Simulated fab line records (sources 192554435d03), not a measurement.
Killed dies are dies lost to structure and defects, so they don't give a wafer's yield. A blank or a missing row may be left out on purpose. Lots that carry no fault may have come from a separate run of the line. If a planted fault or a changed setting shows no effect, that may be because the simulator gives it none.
fab line records | flow n5Finfet
record: lots: 10 | wafers: 28 | lastDay: 17
route steps=1938 shown MOL_CONTACT_COAG@608 BEOL_M4@1111
lots that met no fault: taken from a fault-free run of the same line
startH: hours from the record's first day to the start of the lot's first wafer shown | waitH: hours since the lot's step before | " repeats the value in the row above | L1.1+2: one row covering several wafers at once | - value missing, or start not given | * or withheld: withheld | < > ~ a bound
route shown NAME@n: a module of which the file shows steps, and the number in the route of the first | usual: average and standard deviation across the fault-free wafers | same: alike in all rows | chamber/n: place in a boat | sites: per-site readings | _std_site: standard deviation of those values | _edge_site: mean of outer sites minus mean of inner sites | radiusMm: for every site, how far away it sits from the centre of the wafer | mask NAME#n: copy n | behind: the most recent tool/chamber to have shaped the wafer | hold: why the lot was held/for how many hours/how that ended | device: which transistor (n, p or np) failed to switch | end of line: at the end of the route, the tests of the same wafers | step lacking rows: just its recipe | killed: dies that structure and defects cost at the first sort, which is not the same as the wafer's yield | map: dies across one wafer; x = killed, . = not, _ = none there
set.NAME: setting as actually run; set.NAME@STEP: the setting as run at that earlier step | model.NAME: the simulator's own value behind a step, which no gauge read
steps of the route over a sample of lots; a table a step, a row a wafer
services: when a tool's chamber went out of use (startH, in hours from the record's first day, below 0 if earlier), for how many hours, and the reason
== steps ==
step: N5_MOL_CONTACT_COAG_ALD_133
recipe: material: SiO2 | targetThkA: 50 | tempC: 100 | aldPrecursorFamily: BDEAS | aldCoReactant: O2-plasma | pulseTimeS: 1 | coReactantPulseTimeS: 1 | purgeTimeS: 2 | coReactantPurgeTimeS: 2 | aldCycles: 35 | pressureTorr: 2
usual: chamberPressureTorr: 2.000/0.0045 | heaterPowerW: 76/7.7 | precursorPulseHeightRel: 0.998/0.019
same: coReactantPurgeTimeS: 2
lot.wafer | tool      | chamber | startH | waitH | chamberPressureTorr | heaterPowerW | precursorPulseHeightRel
L929.2    | aldSin-04 | 3       | 118.01 | 0.1   | 2.001               | 69           | 1.035
L929.3    | "         | 0       | "      | "     | 2.000               | 83           | 0.985
L929.4    | "         | 2       | "      | "     | 2.010               | 81           | 0.981
L930.1    | aldSin-04 | 2       | 122.68 | 0.1   | 1.993               | 82           | 0.991
L930.4    | "         | 3       | "      | "     | 2.003               | 70           | 0.978
L930.5    | "         | 0       | "      | "     | 2.001               | 81           | 0.987
L931.1    | aldSin-03 | 3       | 130.40 | 0.9   | 1.994               | 70           | 1.013
L931.4    | "         | 2       | "      | "     | 2.002               | 59           | 1.003
L931.6    | "         | 3       | "      | "     | 1.997               | 69           | 0.970
L932.4    | aldSin-02 | 1       | 133.60 | 0.1   | 1.996               | 82           | 0.965
L932.5    | "         | 0       | "      | "     | 1.995               | 69           | 1.006
L933.5    | aldSin-03 | 1       | 143.40 | 0.1   | 2.001               | 75           | 0.990
L933.6    | "         | 0       | "      | "     | 1.994               | 80           | 1.019
L944.2    | aldSin-03 | 2       | 211.65 | 0.1   | 1.993               | 62           | 1.012
L944.4    | "         | 3       | "      | "     | 2.004               | 70           | 0.988
L944.5    | "         | 0       | "      | "     | 1.998               | 81           | 0.993
L945.1    | aldSin-04 | 1       | 216.86 | 0.1   | 2.004               | 90           | 1.007
L945.5    | "         | 0       | "      | "     | 1.994               | 84           | 0.990
L945.6    | "         | 3       | "      | "     | 1.998               | 70           | 0.992
L946.1    | aldSin-03 | 2       | 223.16 | 0.3   | 2.000               | 62           | 0.954
L946.3    | "         | 0       | "      | "     | 2.004               | 81           | 1.020
L946.4    | "         | 1       | "      | "     | 2.002               | 73           | 1.034
L947.2    | aldSin-02 | 1       | 224.71 | 0.1   | 2.003               | 80           | 0.971
L947.4    | "         | 3       | "      | "     | 2.007               | 82           | 0.999
L947.5    | "         | 2       | "      | "     | 2.000               | 80           | 1.003
L949.3    | aldSin-04 | 1       | 238.31 | 0.1   | 2.009               | 87           | 0.980
L949.4    | "         | 3       | "      | "     | 1.999               | 70           | 0.989
L949.6    | "         | 2       | "      | "     | 1.999               | 83           | 1.022
step: N5_MOL_CONTACT_COAG_ETCHBACK_134
recipe: chemistry: CHF3 | target: SiO2 | targetDepthA: 100 | timeS: 6.7 | ionEnergyEv: 200 | pressureMtorr: 30 | sourceW: 610 | biasW: 170 | Ar_flow_sccm: 200 | CHF3_flow_sccm: 50
usual: drypumpMotorCurrentA: 5.8/0.34 | oesProductAu: 0.82/0.087 | rfVppV: 527/5.1 | showerheadPlenumPTorr: 2.41/0.066 | throttleValvePct: 18.59/0.23
lot.wafer | tool       | chamber | startH | waitH | drypumpMotorCurrentA | oesProductAu | rfHoursCounterH | rfVppV | showerheadPlenumPTorr | throttleValvePct
L929.2    | rieDiel-05 | 3       | 118.18 | 0.1   | 5.9                  | 0.68         | 217             | 527    | 2.36                  | 18.86
L929.3    | "          | 2       | "      | "     | 5.8                  | 1.00         | 0               | 525    | 2.43                  | 18.08
L929.4    | "          | 3       | "      | "     | 5.9                  | 0.68         | -               | 527    | 2.36                  | 18.87
L930.1    | rieDiel-04 | 1       | 122.86 | 0.1   | 6.0                  | 0.90         | 36              | 528    | 2.43                  | 18.30
L930.4    | "          | 3       | "      | "     | 5.6                  | 0.69         | 245             | 528    | 2.44                  | 18.73
L930.5    | "          | 3       | "      | "     | 5.6                  | 0.69         | -               | 527    | 2.44                  | 18.74
L931.1    | rieDiel-05 | 2       | 130.58 | 0.1   | 5.8                  | 0.96         | 7               | 524    | 2.43                  | 18.08
L931.4    | "          | 3       | "      | "     | 5.9                  | 0.67         | -               | 527    | 2.35                  | 18.87
L931.6    | "          | 1       | "      | "     | 5.6                  | 0.77         | -               | 531    | 2.49                  | 18.50
L932.4    | rieDiel-06 | 1       | 133.88 | 0.2   | 6.5                  | 0.88         | 54              | 523    | 2.51                  | 18.58
L932.5    | "          | 1       | "      | "     | 6.5                  | 0.88         | -               | 526    | 2.51                  | 18.58
L933.5    | rieDiel-04 | 0       | 143.53 | 0.1   | 5.4                  | 0.88         | -               | 538    | 2.43                  | 18.61
L933.6    | "          | 1       | "      | "     | 6.0                  | 0.87         | -               | 527    | 2.43                  | 18.30
L944.2    | rieDiel-04 | 3       | 211.83 | 0.1   | 5.6                  | 0.93         | 20              | 526    | 2.43                  | 18.35
L944.4    | "          | 1       | "      | "     | 6.0                  | 0.84         | 70              | 528    | 2.42                  | 18.34
L944.5    | "          | 2       | "      | "     | 5.9                  | 0.80         | -               | 528    | 2.40                  | 18.91
L945.1    | rieDiel-06 | 3       | 217.04 | 0.1   | 6.6                  | 0.68         | 246             | 522    | 2.24                  | 18.45
L945.5    | "          | 1       | "      | "     | 6.4                  | 0.85         | -               | 524    | 2.50                  | 18.63
L945.6    | "          | 0       | "      | "     | 5.9                  | 0.72         | -               | 516    | 2.37                  | 18.60
L946.1    | rieDiel-04 | 1       | 223.34 | 0.1   | 6.0                  | 0.84         | 74              | 528    | 2.42                  | 18.34
L946.3    | "          | 3       | "      | "     | 5.6                  | 0.91         | 24              | 528    | 2.43                  | 18.35
L946.4    | "          | 0       | "      | "     | 5.4                  | 0.84         | 63              | 536    | 2.42                  | 18.65
L947.2    | rieDiel-04 | 0       | 225.01 | 0.2   | 5.4                  | 0.85         | 64              | 537    | 2.42                  | 18.65
L947.4    | "          | 1       | "      | "     | 6.0                  | 0.83         | 75              | 526    | 2.42                  | 18.35
L947.5    | "          | 0       | "      | "     | 5.4                  | 0.84         | -               | 535    | 2.42                  | 18.64
L949.3    | rieDiel-06 | 2       | 238.70 | 0.3   | 5.6                  | 0.75         | 175             | 522    | 2.28                  | 18.78
L949.4    | "          | 1       | "      | "     | 6.4                  | 0.83         | -               | 525    | 2.50                  | 18.63
L949.6    | "          | 2       | "      | "     | 5.6                  | 0.75         | -               | 521    | 2.28                  | 18.79
step: N5_MOL_CONTACT_COAG_ETCHBACK_136
recipe: chemistry: CHF3 | target: SiO2 | targetDepthA: 250 | timeS: 16.7 | ionEnergyEv: 200 | pressureMtorr: 30 | sourceW: 610 | biasW: 170 | Ar_flow_sccm: 200 | CHF3_flow_sccm: 50
usual: drypumpMotorCurrentA: 5.8/0.33 | oesProductAu: 0.82/0.089 | rfVppV: 527/5.1 | showerheadPlenumPTorr: 2.41/0.066 | throttleValvePct: 18.58/0.23
lot.wafer | tool       | chamber | startH | waitH | drypumpMotorCurrentA | oesProductAu | rfHoursCounterH | rfVppV | showerheadPlenumPTorr | throttleValvePct
L929.2    | rieDiel-05 | 3       | 118.31 | 0.0   | 5.9                  | 0.67         | 217             | 528    | 2.36                  | 18.85
L929.3    | "          | 2       | "      | "     | 5.8                  | 1.00         | 0               | 524    | 2.43                  | 18.06
L929.4    | "          | 3       | "      | "     | 5.9                  | 0.67         | -               | 528    | 2.36                  | 18.88
L930.1    | rieDiel-04 | 1       | 122.99 | 0.0   | 6.0                  | 0.89         | 36              | 527    | 2.43                  | 18.28
L930.4    | "          | 3       | "      | "     | 5.5                  | 0.69         | 245             | 528    | 2.44                  | 18.73
L930.5    | "          | 3       | "      | "     | 5.6                  | 0.69         | -               | 528    | 2.44                  | 18.73
L931.1    | rieDiel-05 | 2       | 130.70 | 0.0   | 5.8                  | 0.95         | 7               | 524    | 2.43                  | 18.07
L931.4    | "          | 3       | "      | "     | 5.9                  | 0.67         | -               | 527    | 2.35                  | 18.86
L931.6    | "          | 1       | "      | "     | 5.7                  | 0.76         | -               | 530    | 2.49                  | 18.48
L932.4    | rieDiel-06 | 1       | 134.00 | 0.0   | 6.5                  | 0.87         | 54              | 527    | 2.51                  | 18.59
L932.5    | "          | 1       | "      | "     | 6.5                  | 0.87         | -               | 526    | 2.51                  | 18.60
L933.5    | rieDiel-04 | 0       | 143.65 | 0.0   | 5.4                  | 0.88         | -               | 537    | 2.43                  | 18.62
L933.6    | "          | 1       | "      | "     | 6.0                  | 0.89         | -               | 528    | 2.43                  | 18.30
L944.2    | rieDiel-04 | 3       | 211.95 | 0.0   | 5.6                  | 0.93         | 20              | 528    | 2.43                  | 18.34
L944.4    | "          | 1       | "      | "     | 6.0                  | 0.84         | 70              | 527    | 2.42                  | 18.33
L944.5    | "          | 2       | "      | "     | 6.0                  | 0.79         | -               | 525    | 2.40                  | 18.89
L945.1    | rieDiel-06 | 3       | 217.17 | 0.0   | 6.6                  | 0.67         | 246             | 521    | 2.25                  | 18.44
L945.5    | "          | 1       | "      | "     | 6.4                  | 0.85         | -               | 525    | 2.50                  | 18.63
L945.6    | "          | 0       | "      | "     | 5.9                  | 0.72         | -               | 517    | 2.37                  | 18.56
L946.1    | rieDiel-04 | 1       | 223.46 | 0.0   | 6.0                  | 0.84         | 74              | 527    | 2.42                  | 18.34
L946.3    | "          | 3       | "      | "     | 5.6                  | 0.92         | 24              | 527    | 2.43                  | 18.34
L946.4    | "          | 0       | "      | "     | 5.5                  | 0.85         | 63              | 537    | 2.42                  | 18.65
L947.2    | rieDiel-04 | 0       | 225.13 | 0.0   | 5.4                  | 0.84         | 64              | 538    | 2.42                  | 18.66
L947.4    | "          | 1       | "      | "     | 6.0                  | 0.83         | 75              | 527    | 2.42                  | 18.34
L947.5    | "          | 0       | "      | "     | 5.4                  | 0.84         | -               | 536    | 2.42                  | 18.65
L949.3    | rieDiel-06 | 2       | 238.82 | 0.0   | 5.7                  | 0.75         | 175             | 521    | 2.28                  | 18.79
L949.4    | "          | 1       | "      | "     | 6.5                  | 0.83         | -               | 526    | 2.50                  | 18.63
L949.6    | "          | 2       | "      | "     | 5.6                  | 0.76         | -               | 521    | 2.28                  | 18.79
step: N5_MOL_CONTACT_COAG_CVD_140
recipe: material: W | targetThkA: 665 | mode: selectiveFill | tempC: 300 | timeS: 215
usual: heaterPowerW: 506/67 | runLengthS: 285.5/0.78
lot.wafer | tool    | chamber | startH | waitH | heaterPowerW | runLengthS
L929.2    | cvdW-02 | 0       | 118.83 | 0.1   | 543          | 285.3
L929.3    | "       | 1       | "      | "     | 468          | 284.6
L929.4    | "       | 0       | "      | "     | 534          | 285.6
L930.1    | cvdW-02 | 1       | 123.50 | 0.1   | 467          | 284.5
L930.4    | "       | 1       | "      | "     | 467          | 284.3
L930.5    | "       | 0       | "      | "     | 540          | 285.4
L931.1    | cvdW-02 | 0       | 131.22 | 0.1   | 549          | 285.7
L931.4    | "       | 1       | "      | "     | 451          | 370.7
L931.6    | "       | 1       | "      | "     | 465          | 284.4
L932.4    | cvdW-02 | 1       | 134.60 | 0.1   | 468          | 371.2
L932.5    | "       | 1       | "      | "     | 469          | 371.1
L933.5    | cvdW-02 | 1       | 144.31 | 0.2   | 478          | 370.8
L933.6    | "       | 0       | "      | "     | 547          | 286.1
L944.2    | cvdW-01 | 0       | 212.47 | 0.1   | 630          | 286.6
L944.4    | "       | 1       | "      | "     | 442          | 285.7
L944.5    | "       | 1       | "      | "     | 427          | 285.2
L945.1    | cvdW-02 | 0       | 217.69 | 0.1   | 552          | 285.8
L945.5    | "       | 0       | "      | "     | 541          | 285.6
L945.6    | "       | 1       | "      | "     | 469          | 284.8
L946.1    | cvdW-02 | 0       | 223.98 | 0.1   | 542          | 285.9
L946.3    | "       | 1       | "      | "     | 466          | 284.5
L946.4    | "       | 0       | "      | "     | 547          | 285.8
L947.2    | cvdW-01 | 1       | 225.65 | 0.1   | 443          | 285.7
L947.4    | "       | 0       | "      | "     | 617          | 286.6
L947.5    | "       | 1       | "      | "     | 432          | 286.0
L949.3    | cvdW-01 | 0       | 239.42 | 0.1   | 633          | 287.2
L949.4    | "       | 1       | "      | "     | 430          | 286.1
L949.6    | "       | 1       | "      | "     | 434          | 285.2
step: N5_BEOL_M4_RC_MEAS_101
usual: DIBL_N: 36.3/1.4 | DIBL_P: 36.2/1.5 | IOFF_N: 0.160/0.021 | IOFF_P: 0.211/0.027 | ION_N: 676/7.7 | ION_P: 463/5.5 | SS_N: 71.4/0.57 | SS_P: 73.3/0.58 | VT_N: 249.3/2.5 | VT_P: -250.1/2.6
lot.wafer | tool      | chamber | startH | waitH | DIBL_N[mV/V] | DIBL_P[mV/V] | IOFF_N[nA/um] | IOFF_P[nA/um] | ION_N[uA/um] | ION_P[uA/um] | SS_N[mV/dec] | SS_P[mV/dec] | VT_N[mV] | VT_P[mV]
L929.2    | prober-02 | 0       | 183.71 | 0.2   | 37.4         | 37.7         | 0.176         | 0.234         | 681          | 472          | 71.2         | 74.2         | 245.6    | -246.2
L929.3    | "         | 0       | "      | "     | 37.2         | 36.4         | 0.156         | 0.216         | 669          | 460          | 71.7         | 74.4         | 251.1    | -246.7
L929.4    | "         | 0       | "      | "     | 37.6         | 37.6         | 0.172         | 0.230         | 673          | 465          | 71.4         | 73.6         | 246.3    | -246.6
L930.1    | prober-02 | 0       | 189.07 | 0.0   | 37.4         | 38.7         | 0.190         | 0.217         | 691          | 466          | 71.3         | 72.6         | 247.0    | -251.9
L930.4    | "         | 0       | "      | "     | 35.2         | 35.6         | 0.150         | 0.176         | 671          | 457          | 70.5         | 72.5         | 248.2    | -253.0
L930.5    | "         | 0       | "      | "     | 37.5         | 38.4         | 0.201         | 0.208         | 688          | 466          | 71.4         | 72.7         | 245.2    | -251.5
L931.1    | prober-02 | 0       | 192.73 | 0.0   | 34.6         | 34.4         | 0.129         | 0.152         | 674          | 452          | 71.2         | 73.3         | 254.6    | -257.9
L931.4    | "         | 0       | "      | "     | 36.3         | 36.7         | 0.158         | 0.173         | 669          | 454          | 71.3         | 74.3         | 249.1    | -257.4
L931.6    | "         | 0       | "      | "     | 37.5         | 37.7         | 0.168         | 0.185         | 671          | 449          | 72.1         | 74.0         | 251.6    | -253.5
L932.4    | prober-01 | 0       | 205.23 | 0.5   | 38.2         | 37.4         | 0.152         | 0.229         | 673          | 469          | 71.0         | 73.6         | 249.7    | -249.4
L932.5    | "         | 0       | "      | "     | 37.8         | 35.5         | 0.137         | 0.201         | 674          | 461          | 71.8         | 73.1         | 253.1    | -250.7
L933.5    | prober-01 | 0       | 214.86 | 0.6   | 35.9         | 34.0         | 0.139         | 0.198         | 677          | 469          | 70.9         | 72.5         | 249.1    | -248.9
L933.6    | "         | 0       | "      | "     | 36.6         | 34.4         | 0.144         | 0.193         | 665          | 468          | 70.8         | 72.9         | 248.3    | -249.8
L945.1    | prober-02 | 0       | 276.11 | 0.0   | 35.1         | 33.6         | 0.140         | 0.178         | 667          | 459          | 70.2         | 72.8         | 251.3    | -250.3
L945.5    | "         | 0       | "      | "     | 35.0         | 34.5         | 0.153         | 0.185         | 680          | 460          | 71.4         | 73.0         | 246.7    | -255.1
L945.6    | "         | 0       | "      | "     | 34.2         | 33.2         | 0.135         | 0.174         | 668          | 455          | 70.4         | 72.7         | 249.4    | -253.7
L944.2    | prober-02 | 0       | 283.61 | 0.2   | 35.0         | 34.3         | 0.146         | 0.194         | 679          | 467          | 70.6         | 72.6         | 249.2    | -249.9
L944.4    | "         | 0       | "      | "     | 35.2         | 34.6         | 0.144         | 0.202         | 667          | 462          | 70.2         | 72.6         | 249.8    | -249.2
L944.5    | "         | 0       | "      | "     | 38.0         | 37.7         | 0.191         | 0.251         | 679          | 467          | 70.8         | 73.4         | 243.9    | -248.9
L946.1    | prober-02 | 0       | 296.92 | 0.0   | 36.2         | 37.0         | 0.155         | 0.210         | 681          | 465          | 71.0         | 72.6         | 248.7    | -248.2
L946.3    | "         | 0       | "      | "     | 33.3         | 34.4         | 0.112         | 0.168         | 667          | 460          | 70.5         | 72.3         | 252.3    | -251.6
L946.4    | "         | 0       | "      | "     | 35.4         | 36.0         | 0.134         | 0.185         | 676          | 465          | 71.1         | 72.1         | 250.8    | -252.4
L947.2    | prober-01 | 0       | 300.78 | 0.2   | 36.7         | 38.9         | 0.172         | 0.245         | 678          | 468          | 71.2         | 73.8         | 248.6    | -249.6
L947.4    | "         | 0       | "      | "     | 34.1         | 35.2         | 0.128         | 0.191         | 662          | 462          | 70.9         | 72.5         | 250.9    | -248.4
L947.5    | "         | 0       | "      | "     | 34.5         | 36.2         | 0.141         | 0.199         | 671          | 461          | 70.6         | 73.5         | 251.8    | -251.2
L949.3    | prober-01 | 0       | 313.48 | 0.3   | 36.2         | 36.6         | 0.155         | 0.221         | 673          | 465          | 71.6         | 74.1         | 250.7    | -249.9
L949.4    | "         | 0       | "      | "     | 35.2         | 34.4         | 0.125         | 0.181         | 660          | 451          | 70.8         | 73.0         | 253.3    | -250.6
L949.6    | "         | 0       | "      | "     | 37.5         | 37.0         | 0.157         | 0.228         | 673          | 460          | 71.8         | 74.3         | 250.6    | -249.8
== services ==
tool       | chamber | startH | hours | kind
aldSin-03  | 3       | 96.41  | 16.1  | repair
rieDiel-04 | 1       | 104.02 | 9.3   | repair
rieDiel-05 | 2       | 104.20 | -     | clean
rieDiel-05 | 2       | 104.20 | -     | consumableReplace:focusRing
rieDiel-05 | 2       | 104.20 | 12.5  | scheduledDown
rieDiel-05 | 2       | 104.20 | 12.5  | ventCycle
rieDiel-05 | 0       | 116.69 | -     | clean
rieDiel-05 | 2       | 132.80 | 6.0   | repair
rieDiel-04 | 3       | 137.04 | -     | clean
rieDiel-04 | 3       | 137.04 | -     | consumableReplace:focusRing
rieDiel-04 | 3       | 137.04 | 17.2  | scheduledDown
rieDiel-04 | 3       | 137.04 | 17.2  | ventCycle
aldSin-02  | -       | 151.52 | 6.0   | pm
cvdW-02    | -       | 173.92 | 6.0   | pm
aldSin-02  | -       | 177.52 | 14.0  | pm
cvdW-01    | 0       | 186.74 | 22.3  | repair
cvdW-01    | 1       | 199.10 | 3.4   | repair
aldSin-02  | -       | 216.71 | 1.4   | repair
aldSin-02  | 1       | 226.62 | 1.5   | repair
rieDiel-06 | 3       | 228.27 | -     | clean
rieDiel-06 | 3       | 228.27 | -     | consumableReplace:focusRing
rieDiel-06 | 3       | 228.27 | -     | consumableReplace:showerhead
rieDiel-06 | 3       | 228.27 | 22.3  | scheduledDown
rieDiel-06 | 3       | 228.27 | 22.3  | ventCycle
== key ==
firstSign: step: N5_MOL_CONTACT_COAG_CVD_140 | reading: runLengthS | direction: up | sigmas: 99+ | usual: * | struck: *
effect none on later readings
metAt N5_MOL_CONTACT_COAG_CVD_140
struckLots L931,L932,L933
struckWafers L931.4,L932.4,L932.5,L933.5
notActingAt N5_MOL_CONTACT_COAG_ALD_133,N5_MOL_CONTACT_COAG_ETCHBACK_134,N5_MOL_CONTACT_COAG_ETCHBACK_136
onsetBetween 123.50 131.22
fault: kind: processParameterDrift | tool: cvdW-02 | chamber: - | onsetH: 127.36 | steps: N5_MOL_CONTACT_COAG_CVD_140 | channel: timeS | offset: * | shape: step | endH: 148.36 | scope: struckWafersOnly | actsIn: * | stated: *
